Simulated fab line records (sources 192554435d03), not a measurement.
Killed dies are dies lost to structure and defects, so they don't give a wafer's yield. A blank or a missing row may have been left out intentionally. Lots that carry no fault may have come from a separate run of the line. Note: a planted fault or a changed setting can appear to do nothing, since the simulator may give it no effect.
fab line records -- flow n5-finfet
record lots=4, wafers=12, last-day=20
route steps=1938 shown BEOL_M10@1524 BEOL_M11@1536 PASSIVATION@1936
lots that met no fault: from a run of the same line without faults
start-h: hours from the record's first day to the start of the lot's first wafer shown -- wait-h: time in hours since the lot's previous step -- " unchanged from the row above -- L1.1+2: a single row standing in for several wafers -- - no value present, or no start provided -- * or withheld: withheld -- < > ~ a bound
route shown NAME@n: NAME is a module with steps in the file, n the number in the route of the first one -- usual: average and standard deviation across the fault-free wafers -- same: alike in all rows -- chamber/n: place in a boat -- sites: the reading at each site -- _std_site: the standard deviation of these -- _edge_site: the outer-site mean with the inner-site mean subtracted -- radius-mm: for every site, how far away it sits from the centre of the wafer -- mask NAME#n: copy n -- behind: the last tool/chamber to shape the wafer -- hold: what put the lot on hold/how long, in hours/how the hold closed -- device: the transistor (n, p or np) that didn't switch -- end of line: the same wafers' tests at the end of the route -- a step given without rows: its recipe and nothing more -- killed: not the wafer's yield, but the dies lost to structure and defects at the first sort -- map: the dies of a wafer, with x for killed, . for not killed, _ for no die there
set.NAME: the setting the step ran with; set.NAME@STEP: the setting that earlier step ran with -- model.NAME: the simulator's own value behind a step, which no gauge read
lots seen at some steps along the route; tables by step, rows by wafer
services: the hour from which a tool's chamber was out of use, counted from the record's first day as start-h (under 0 if before that day), plus the number of hours and why
## steps
# step N5_BEOL_M10_ALD_74
# recipe material=TaN, target-thk-a=20, temp-c=275, ald-precursor-family=PDMAT, ald-co-reactant=NH3, pressure-torr=3, carrier-flow-sccm=1500, pulse-time-s=2, purge-time-s=3, co-reactant-purge-time-s=2, co-reactant-pulse-time-s=3, ald-cycles=40, precursor-vessel-temp-c=75, precursor-vessel-pressure-torr=26.25, precursor-vessel-carrier-sccm=1000
# step N5_BEOL_M10_SURFACE_TREAT_76
# recipe gas=Ar, time-s=*, ion-energy-ev=*, ion-current-ma-cm2=0.5, pressure-mtorr=*, ar-flow-sccm=30
# step N5_BEOL_M10_CVD_75
# recipe material=Co, target-thk-a=20, temp-c=withheld, precursor=CCTBA/H2, pressure-torr=30, time-s=138.9
# step N5_BEOL_M10_SPUTTER_48
# recipe material=Cu, target-thk-a=120, temp-c=-20, bias-v=60, power-w=26000, chamber-pressure-pa=0.13, time-s=2
# step N5_BEOL_M10_ECD_50
# recipe material=Cu, target-thk-a=3180
# step N5_BEOL_M10_ANNEAL_51
# recipe temp-c=225, time-s=90, ambient=N2
# step N5_BEOL_M10_CMP_52
# recipe stop-on=SiCOH_lowk, t-overpolish-s=7, down-force-psi=1, platen-rpm=50, clearing-platen-down-force-psi=1.5, clearing-platen-rpm=50, post-cmp-clean=cu-alkaline, target-thk-nm=140, clearing-platen-pad-velocity-m-s=0.99484, pad-velocity-m-s=0.99484
# step N5_BEOL_M10_PRE_CLEAN_55
# recipe gas=NH3, time-s=15, temp-c=withheld, rf-power-w=300
# step N5_BEOL_M10_DEP_56
# recipe material=SiCN, target-thk-a=150, temp-c=withheld, precursor=3MS/NH3, pressure-torr=3, rf-w=202, time-s=26.5
# step N5_BEOL_M11_ILD_DEP_00
# recipe material=SiCOH_lowk, target-thk-a=3085.1, temp-c=300, precursor=DEMS/porogen, pressure-torr=5, rf-w=500, time-s=58
# usual heater-power-w=340/59, showerhead-plenum-p-Torr=5.729/0.014, susceptor-temp-C=299.99/0.17, throttle-valve-pct=14.0/0.87
lot.wafer,tool,chamber,start-h,wait-h,heater-power-w,showerhead-plenum-p-Torr,susceptor-temp-C,throttle-valve-pct,model.SiCOH_lowk_of_BEOL_M11_ILD_DEP_00.thk-nm
L556.3,pecvd-04,2,360.70,0.1,439,5.705,299.98,13.7,314
L556.4,pecvd-04,1,360.70,0.1,275,5.731,299.87,15.1,315.2
L556.6,pecvd-04,2,360.70,0.1,440,5.711,300.27,13.3,317
L562.3,pecvd-03,0,384.88,0.0,318,5.721,300.11,13.5,306.8
L562.4,pecvd-03,1,384.88,0.0,313,5.738,299.85,13.5,307.8
L562.5,pecvd-03,2,384.88,0.0,414,5.745,300.13,13.5,315.4
L565.3,pecvd-04,0,391.12,0.0,262,5.739,293.37,14.2,316.6
L565.5,pecvd-04,2,391.12,0.0,421,5.698,293.58,13.1,324
L565.6,pecvd-04,1,391.12,0.0,299,5.740,293.45,15.6,329.4
L566.3,pecvd-04,0,420.36,0.0,274,5.747,293.44,14.4,317.2
L566.5,pecvd-04,1,420.36,0.0,257,5.741,293.23,15.7,322.6
L566.6,pecvd-04,0,420.36,0.0,275,5.743,293.84,14.4,321
# step N5_BEOL_M11_CURE_71
# recipe temp-c=385, time-s=240, ambient=He/Ar, material=SiCOH_lowk
# step N5_BEOL_M11_THK_MEAS_01
# recipe reads=SiCOH_lowk_of_BEOL_M11_ILD_DEP_00
# usual M11_ILD_THK=268/4
lot.wafer,tool,chamber,start-h,wait-h,M11_ILD_THK[nm]
L556.3,film-metro-01,-,361.29,0.3,273
L556.4,film-metro-01,-,361.29,0.3,274
L556.6,film-metro-01,-,361.29,0.3,276
L562.3,film-metro-02,-,385.47,0.3,267
L562.4,film-metro-02,-,385.47,0.3,267
L562.5,film-metro-02,-,385.47,0.3,274
L565.3,film-metro-01,-,391.71,0.3,275
L565.5,film-metro-01,-,391.71,0.3,282
L565.6,film-metro-01,-,391.71,0.3,287
L566.3,film-metro-01,-,420.96,0.3,276
L566.5,film-metro-01,-,420.96,0.3,281
L566.6,film-metro-01,-,420.96,0.3,279
# step N5_BEOL_M11_PECVD_70
# recipe material=SiO2, target-thk-a=200, temp-c=400, precursor=TEOS/O2, pressure-torr=5.5, rf-w=450, teos-flow-sccm=53.8, gas=O2, flow-sccm=3000, time-s=22.7
# step N5_BEOL_M11_HM_DEP_02
# recipe material=TiN, target-thk-a=200, temp-c=25, chamber-pressure-pa=0.49996
# step N5_BEOL_M11_COAT_59
# recipe resist=SOC, temp-c=250, time-s=60, spin-rpm=1500, resist-thk-nm=100
# step N5_BEOL_M11_COAT_60
# recipe resist=SiARC, temp-c=220, time-s=60, spin-rpm=1500, resist-thk-nm=30
# step N5_BEOL_M11_COAT_05
# recipe resist=CAR-ArF, spin-rpm=1500, resist-thk-nm=90
# step N5_BEOL_M11_EBR_07
# recipe solvent=PGMEA, ebr-width-mm=1.5
# step N5_BEOL_M11_SOFTBAKE_06
# recipe temp-c=110, time-s=60, resist=CAR-ArF
# step N5_BEOL_M11_EXPOSE_08
# recipe mask-id=M11, na=1.35, source-shape=dipole, sigma-inner=0.411, sigma-outer=0.611, polarization=te, dose-mj=53.75
# step N5_BEOL_M11_PEB_09
# recipe peb-temp-c=withheld, peb-time-s=60, resist=CAR-ArF
# step N5_BEOL_M11_DEVELOP_10
# recipe develop-time-s=30, developer=TMAH, resist=CAR-ArF, rinse-liquid=diw, dry=air-spin, dev-temp-c=23
# step N5_BEOL_M11_DESCUM_16
# recipe chemistry=O2, time-s=7.9, source-power-w=50, bias-power-w=20, pressure-mtorr=20, rf-frequency-hz=2.712e+07, temp-c=40, resist=CAR-ArF, o2-flow-sccm=225
# step N5_BEOL_M11_ETCH_61
# recipe chemistry=CF4, target=SiARC, target-depth-a=390, mask-material=CAR-ArF, time-s=65, ion-energy-ev=80, pressure-mtorr=40, source-w=545, bias-w=36, Ar_flow_sccm=100, cf4-flow-sccm=100, ends=cleared
# step N5_BEOL_M11_ETCH_62
# recipe chemistry=N2/H2, target=SOC, target-depth-a=1100, overetch-a=220, mask-material=SiARC, temp-c=40, time-s=165, ion-energy-ev=200, pressure-mtorr=30, source-w=840, bias-w=150, n2-flow-sccm=200, h2-flow-sccm=200
# step N5_BEOL_M11_STRIP_68
# recipe chemistry=N2/H2, temp-c=40, n2-flow-sccm=200, h2-flow-sccm=200, rf-frequency-hz=6e+07
# step N5_BEOL_M11_STRIP_67
# recipe chemistry=CF4, resist=SiARC, power-w=300, bias-power-w=75, pressure-mtorr=50, cf4-flow-sccm=150, rf-frequency-hz=6e+07
# step N5_BEOL_M11_HM_OPEN_17
# recipe chemistry=Cl2/BCl3, target-depth-a=200, overetch-a=60, target=TiN, mask-material=SOC, ion-energy-ev=150, pressure-mtorr=10, icp-w=1000, bias-w=126, Cl2_flow_sccm=53.25, bcl3-flow-sccm=21.75, Ar_flow_sccm=25
# step N5_BEOL_M11_STRIP_19
# recipe chemistry=O2, power-w=400, temp-c=40, pressure-mtorr=30, rf-frequency-hz=6e+07, bias-power-w=0, overash-fraction=0.2, o2-flow-sccm=225
# step N5_BEOL_M11_COAT_63
# recipe resist=SOC, temp-c=250, time-s=60, spin-rpm=1500, resist-thk-nm=100
# step N5_BEOL_M11_COAT_64
# recipe resist=SiARC, temp-c=220, time-s=60, spin-rpm=1500, resist-thk-nm=30
# step N5_BEOL_M11_COAT_22
# recipe resist=CAR-ArF, spin-rpm=1500, resist-thk-nm=90
# step N5_BEOL_M11_EBR_24
# recipe solvent=PGMEA, ebr-width-mm=1.5
# step N5_BEOL_M11_SOFTBAKE_23
# recipe temp-c=110, time-s=60, resist=CAR-ArF
# step N5_BEOL_M11_EXPOSE_25
# recipe mask-id=V10, na=1.35, source-shape=annular, sigma-inner=0.5, sigma-outer=0.8, polarization=unpolarized, dose-mj=85.5
# step N5_BEOL_M11_CMP_52
# recipe stop-on=SiCOH_lowk, t-overpolish-s=7, down-force-psi=1, platen-rpm=50, clearing-platen-down-force-psi=1.5, clearing-platen-rpm=50, post-cmp-clean=cu-alkaline, target-thk-nm=140, clearing-platen-pad-velocity-m-s=0.99484, pad-velocity-m-s=0.99484
# usual barrier-field-endpoint-s=28.8/0.76, clearing-platen-rpm=50.000/0.029, motor-current-A=6.1/0.42, overpolish-run-s=6.999/0.0098, retaining-ring-pressure-frac=1.000/0.0053, slurry-filter-dp-kPa=13.49/0.13, time-to-endpoint-s=65/3.3
# same t-overpolish-s=7
lot.wafer,tool,chamber,start-h,wait-h,barrier-field-endpoint-s,clearing-platen-rpm,motor-current-A,overpolish-run-s,retaining-ring-pressure-frac,slurry-filter-dp-kPa,time-to-endpoint-s,model.SiCOH_lowk_of_BEOL_M11_ILD_DEP_00.thk-nm
L556.4,cmp-01,3,370.17,0.2,29.6,50.018,6.4,6.987,1.000,13.50,64,271
L556.3,cmp-01,1,370.17,0.2,28.7,49.955,5.9,7.003,1.007,13.54,67,269.8
L556.6,cmp-01,2,370.17,0.2,28.4,50.038,5.7,7.016,0.999,13.34,64,272.6
L562.3,cmp-02,2,391.57,0.2,28.9,49.984,6.4,7.004,0.992,13.47,70,263.6
L562.4,cmp-02,3,391.57,0.2,28.2,50.052,6.4,7.002,1.001,13.33,64,264.4
L562.5,cmp-02,2,391.57,0.2,28.9,50.001,6.1,6.995,0.986,13.53,70,271.2
L565.3,cmp-01,0,398.30,0.2,27.6,50.051,6.2,6.996,1.003,13.43,61,272.2
L565.5,cmp-01,0,398.30,0.2,28.4,50.008,5.7,6.997,1.001,13.52,62,278.6
L565.6,cmp-01,1,398.30,0.2,27.7,49.959,5.7,6.987,1.007,13.72,62,283.4
L566.3,cmp-02,1,429.91,0.2,29.8,50.035,5.3,7.006,0.998,13.49,69,272.6
L566.5,cmp-02,1,429.91,0.2,30.2,50.021,5.4,6.975,0.991,13.37,67,277.6
L566.6,cmp-02,2,429.91,0.2,31.1,50.023,6.4,6.989,1.000,13.49,72,276
# step N5_PASSIVATION_PROBE_49
# usual defect-limited-yield=91.3/1.4, killed_at_M0_to_M3=34/10, killed_at_M4_up=14/5.5, killed-at-contacts=12/6, killed-at-front-end=40/10, killed-at-other=3.0/2.4, killed-dies=103/17, killed-open=68/13, killed-short=34/7.8, sort_bin_4_leakage=0.00/0.014, sort_bin_5_function=5.1/0.97, sort_bin_6_memory=3.3/0.66, sort_bin_8_speed=0.02/0.12, sort-n-pass=1077/17, sort-yield-pct=91.2/1.4
# same gross-dies=1180, killed-at-back-side=0
lot.wafer,tool,chamber,start-h,wait-h,defect-limited-yield[%],killed_at_M0_to_M3,killed_at_M4_up,killed-at-contacts,killed-at-front-end,killed-at-other,killed-dies,killed-open,killed-short,sort_bin_4_leakage[%],sort_bin_5_function[%],sort_bin_6_memory[%],sort_bin_8_speed[%],sort-n-pass,sort-yield-pct[%]
L556.3,prober-02,-,410.20,0.1,91.2,26,18,12,45,3,104,82,22,0,5.2,3.6,0,1076,91.2
L556.4,prober-02,-,410.25,0.2,90.4,33,9,11,58,2,113,79,33,0,5.8,3.4,0,1067,90.4
L556.6,prober-02,-,410.35,0.3,91.7,27,12,14,39,6,98,71,26,0,4.8,3.1,0,1082,91.7
L562.3,prober-01,-,428.16,0.1,89.9,29,21,22,45,2,119,69,42,0.17,6.4,3.1,0,1059,89.7
L562.4,prober-01,-,428.21,0.2,91.5,39,14,11,28,8,100,64,32,0,4.9,3.3,0,1080,91.5
L562.5,prober-01,-,428.26,0.2,91.4,34,12,10,44,1,101,65,28,0,4.5,3.6,0,1079,91.4
L565.3,prober-01,-,454.39,0.1,92.5,29,20,9,29,2,89,52,36,0,4.7,2.8,0.51,1085,91.9
L565.5,prober-01,-,454.49,0.2,92.9,32,13,4,34,1,84,44,40,0,4.3,2.5,1.36,1080,91.5
L565.6,prober-01,-,454.54,0.3,91.2,24,28,6,40,6,104,71,32,0,5.2,3.5,0.17,1074,91.0
L566.3,prober-02,-,475.40,0.1,89.2,44,6,19,49,9,127,79,46,0,6.4,3.8,0,1053,89.2
L566.5,prober-02,-,475.50,0.2,91.8,34,10,7,42,4,97,55,41,0,4.6,3.0,0,1083,91.8
L566.6,prober-02,-,475.55,0.3,91.3,21,12,16,49,5,103,66,37,0,5.0,3.6,0,1077,91.3
# killed by level:class
L556.3 STI_FIN_REVEAL:geometric-particle:open=16 MOL_CONTACT_COAG:geometric-particle:open=12 BEOL_M2:geometric-particle:open=10 FIN_SAQP:geometric-particle:open=7 BEOL_M4:geometric-particle:open=6 BEOL_M3:geometric-particle:open=6 STI_FIN_REVEAL:geometric-particle:short=4 DUMMY_GATE:geometric-particle:open=4
L556.4 STI_FIN_REVEAL:geometric-particle:open=31 MOL_CONTACT_COAG:geometric-particle:open=9 BEOL_M3:geometric-particle:open=7 BEOL_M0_SAQP:geometric-particle:short=6 BEOL_M2:geometric-particle:open=5 FIN_SAQP:geometric-particle:open=4 STI_FIN_REVEAL:geometric-particle:short=4 DUMMY_GATE:geometric-particle:open=4
L556.6 FIN_SAQP:geometric-particle:open=18 MOL_CONTACT_COAG:geometric-particle:open=11 FIN_SAQP:geometric-particle:short=8 BEOL_M0_SAQP:geometric-particle:short=7 BEOL_M0:geometric-particle:open=7 BEOL_M0_SAQP:geometric-particle:open=5 BEOL_M2:geometric-particle:open=5 BEOL_M5:geometric-particle:open=5
L562.3 GATE_CUT:geometric-particle:short=12 MOL_CONTACT_COAG:geometric-particle:open=12 MOL_CONTACT_COAG:geometric-particle:short=10 BEOL_M4:geometric-particle:open=8 BEOL_M3:geometric-particle:open=8 BEOL_M2:geometric-particle:open=7 FIN_SAQP:geometric-particle:open=6 STI_FIN_REVEAL:geometric-particle:open=6
L562.4 BEOL_M0_SAQP:geometric-particle:open=11 FIN_SAQP:geometric-particle:open=9 BEOL_M0_SAQP:geometric-particle:short=9 MOL_CONTACT_COAG:geometric-particle:open=7 BEOL_M2:geometric-particle:open=5 BEOL_M3:geometric-particle:open=5 BEOL_M4:geometric-particle:open=5 FIN_SAQP:geometric-particle:short=4
L562.5 BEOL_M1:geometric-particle:open=14 STI_FIN_REVEAL:geometric-particle:open=12 MOL_CONTACT_COAG:geometric-particle:open=7 FIN_SAQP:geometric-particle:open=6 BEOL_M4:geometric-particle:open=6 FIN_SAQP:geometric-particle:short=4 DUMMY_GATE:geometric-particle:open=4 BEOL_M0_SAQP:geometric-particle:short=4
L565.3 BEOL_M0_SAQP:geometric-particle:short=9 MOL_CONTACT_COAG:geometric-particle:open=8 BEOL_M4:geometric-particle:open=8 FIN_SAQP:geometric-particle:short=7 BEOL_M2:geometric-particle:open=7 BEOL_M0_SAQP:geometric-particle:open=6 BEOL_M3:geometric-particle:open=4 BEOL_M4:geometric-particle:short=4
L565.5 BEOL_M0_SAQP:geometric-particle:open=7 BEOL_M0_SAQP:geometric-particle:short=7 FIN_SAQP:geometric-particle:open=5 STARTING-WAFER:geometric-particle:short=5 FIN_SAQP:geometric-particle:short=4 BEOL_M1:geometric-particle:open=4 DUMMY_GATE:geometric-particle:open=4 GATE_CUT:geometric-particle:short=4
L565.6 FIN_SAQP:geometric-particle:short=9 BEOL_M4:geometric-particle:open=9 ILD0:geometric-particle:open=7 STI_FIN_REVEAL:geometric-particle:open=6 BEOL_M0_SAQP:geometric-particle:open=6 BEOL_M2:geometric-particle:open=6 DUMMY_GATE:geometric-particle:open=5 MOL_CONTACT_COAG:geometric-particle:open=5
L566.3 MOL_CONTACT_COAG:geometric-particle:open=17 FIN_SAQP:geometric-particle:short=13 STI_FIN_REVEAL:geometric-particle:open=11 BEOL_M2:geometric-particle:open=10 BEOL_M0_SAQP:geometric-particle:short=9 FIN_SAQP:geometric-particle:open=7 BEOL_M1:geometric-particle:open=7 BEOL_M3:geometric-particle:open=5
L566.5 FIN_SAQP:geometric-particle:short=11 BEOL_M1:geometric-particle:open=9 FIN_SAQP:geometric-particle:open=8 BEOL_M3:geometric-particle:short=7 DUMMY_GATE:geometric-particle:open=5 BEOL_M3:geometric-particle:open=5 STI_FIN_REVEAL:geometric-particle:open=4 MOL_CONTACT_COAG:geometric-particle:open=4
L566.6 FIN_SAQP:geometric-particle:open=14 STI_FIN_REVEAL:geometric-particle:open=12 MOL_CONTACT_COAG:geometric-particle:open=12 FIN_SAQP:geometric-particle:short=8 BEOL_M3:geometric-particle:short=7 GATE_CUT:geometric-particle:short=4 GATE_CUT:geometric-particle:open=4 MOL_CONTACT_COAG:geometric-particle:short=4
## services
tool,chamber,start-h,hours,kind
cmp-01,-,340.27,5.2,pm
pecvd-04,0,344.54,23.9,repair
pecvd-03,2,344.90,2.2,repair
cmp-01,-,358.56,0.3,repair
cmp-02,-,373.95,0.8,repair
pecvd-04,-,382.97,0.7,repair
cmp-01,-,394.50,0.4,repair
pecvd-03,1,425.29,2.1,scheduled-down
pecvd-03,1,427.46,12.8,repair
## key
first-sign step=N5_BEOL_M11_ILD_DEP_00, reading=susceptor-temp-C, direction=down, sigmas=38, usual=*, struck=*
effect step=N5_BEOL_M11_THK_MEAS_01, reading=M11_ILD_THK, direction=up, sigmas=2.9, usual=268, struck=280
model-effect step=N5_BEOL_M11_ILD_DEP_00, value=SiCOH_lowk_of_BEOL_M11_ILD_DEP_00.thk-nm, without=310, struck=321.8
model-effect step=N5_BEOL_M11_CMP_52, value=SiCOH_lowk_of_BEOL_M11_ILD_DEP_00.thk-nm, without=266.3, struck=276.7
met-at N5_BEOL_M11_ILD_DEP_00
struck-wafers L565.3,L565.5,L565.6,L566.3,L566.5,L566.6
onset-between 360.70 391.12
fault kind=process-parameter-drift, tool=pecvd-04, chamber=-, onset-h=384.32, steps=N5_BEOL_M11_ILD_DEP_00, channel=temp-c, offset=*, shape=step, end-h=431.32, acts-in=*, stated=*
